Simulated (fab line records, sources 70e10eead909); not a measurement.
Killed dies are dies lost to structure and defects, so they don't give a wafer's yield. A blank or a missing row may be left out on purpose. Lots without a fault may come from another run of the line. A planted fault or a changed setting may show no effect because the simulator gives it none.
Chamber matching | flow nand_harc | NHARC_A_CHANNEL_FILL_D1_ALD_14 on ald_hk-02: 4 sister chambers
The step deposits SiO2, target thk 2.5 nm, pulse time 10 s, ald cycles 25. 8 wafers are shown with their chamber, then 10 later ones without.

WAFERS WITH THEIR CHAMBER
wafer  | chamber | heater_power_w (W) | susceptor_temp_C (C)
L082.2 | 1       | 432                | 299.97
L086.1 | 2       | 491                | 299.90
L086.4 | 3       | 466                | 299.77
L093.1 | 0       | 493                | 299.83
L093.2 | 3       | 494                | 299.54
L093.3 | 2       | 471                | 299.70
L094.3 | 0       | 484                | 299.92
L094.4 | 1       | 430                | 300.12

WAFERS WITHOUT THEIR CHAMBER
wafer  | heater_power_w (W) | susceptor_temp_C (C)
L094.6 | 482                | 300.02
L095.1 | 478                | 300.08
L095.2 | 504                | 299.88
L095.6 | 475                | 300.12
L096.2 | 474                | 300.01
L096.4 | 430                | 300.04
L096.5 | 500                | 299.99
L097.1 | 417                | 300.13
L097.3 | 497                | 300.04
L097.6 | 473                | 299.75

WHICH CHAMBER EACH WENT THROUGH
wafer  | from the rows above               | in truth
L094.6 | can't be placed: 0 or 2 or 3      | 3
L095.1 | can't be placed: 0 or 2 or 3 or 1 | 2
L095.2 | can't be placed: 0 or 2 or 3      | 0
L095.6 | can't be placed: 0 or 2 or 1 or 3 | 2
L096.2 | can't be placed: 0 or 2 or 3 or 1 | 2
L096.4 | 1                                 | 1
L096.5 | can't be placed: 0 or 2 or 3      | 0
L097.1 | 1                                 | 1
L097.3 | can't be placed: 0 or 2 or 3      | 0
L097.6 | can't be placed: 2 or 3 or 0      | 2
Placed correctly: 2 of 10. Can't be placed from these rows: 8 (the true chamber is among the candidates in 8). Placed wrongly: 0.
How it was worked out, from the rows above alone: a wafer's distance from a chamber is the root of the sum, over the readings, of the square of ((its reading less the chamber's mean) divided by the reading's scatter). The wafer belongs to the nearest chamber; if the next one is less than 2 further off, it can't be placed. A chamber's mean is the mean of its shown wafers. The scatter: the root of (the sum of the squares of (reading less its chamber's mean) over the shown wafers, divided by (wafers less chambers)).
